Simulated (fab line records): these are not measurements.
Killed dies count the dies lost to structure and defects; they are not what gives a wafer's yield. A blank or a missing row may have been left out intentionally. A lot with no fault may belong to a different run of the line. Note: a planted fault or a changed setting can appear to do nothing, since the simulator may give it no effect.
Chamber matching | flow n5-finfet | N5_BEOL_M10_STRIP_19 on rie-diel-01: 4 sister chambers
The step strips in O2. 4 wafers are shown with their chamber, then 8 later ones without.

## WAFERS, EACH WITH ITS CHAMBER
wafer  | chamber | throttle-valve-pct (%)
L081.2 | 0       | 16.77
L084.2 | 1       | 16.58
L084.6 | 3       | 16.92
L089.1 | 2       | 16.92

## WAFERS WITHOUT THEIR CHAMBER
wafer  | throttle-valve-pct (%)
L089.4 | 16.93
L089.6 | 16.90
L086.1 | 16.81
L086.3 | 16.58
L086.5 | 16.89
L093.2 | 16.92
L093.3 | 16.63
L093.4 | 16.98

## EACH ONE'S CHAMBER
wafer  | from the rows above     | in truth
L089.4 | can't be placed: 2 or 3 | 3
L089.6 | can't be placed: 2 or 3 | 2
L086.1 | 0                       | 0
L086.3 | 1                       | 1
L086.5 | can't be placed: 2 or 3 | 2
L093.2 | can't be placed: 2 or 3 | 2
L093.3 | 1                       | 1
L093.4 | can't be placed: 2 or 3 | 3
Placed correctly: 3 of 8. Can't be placed from these rows: 5 (the true chamber is among the candidates in 5). Number placed wrongly: 0.
How it was worked out, from the rows above alone: a wafer's distance from a chamber is the root of the sum, over the readings, of the square of ((its reading less the chamber's mean) divided by the reading's scatter). The wafer belongs to the nearest chamber; if the next one is less than 2 further off, it can't be placed. Each chamber's mean is taken over the wafers shown for it. The scatter (one wafer shown for each chamber): square how far every hidden wafer sits from the nearest shown wafer, average those squares and take the square root.
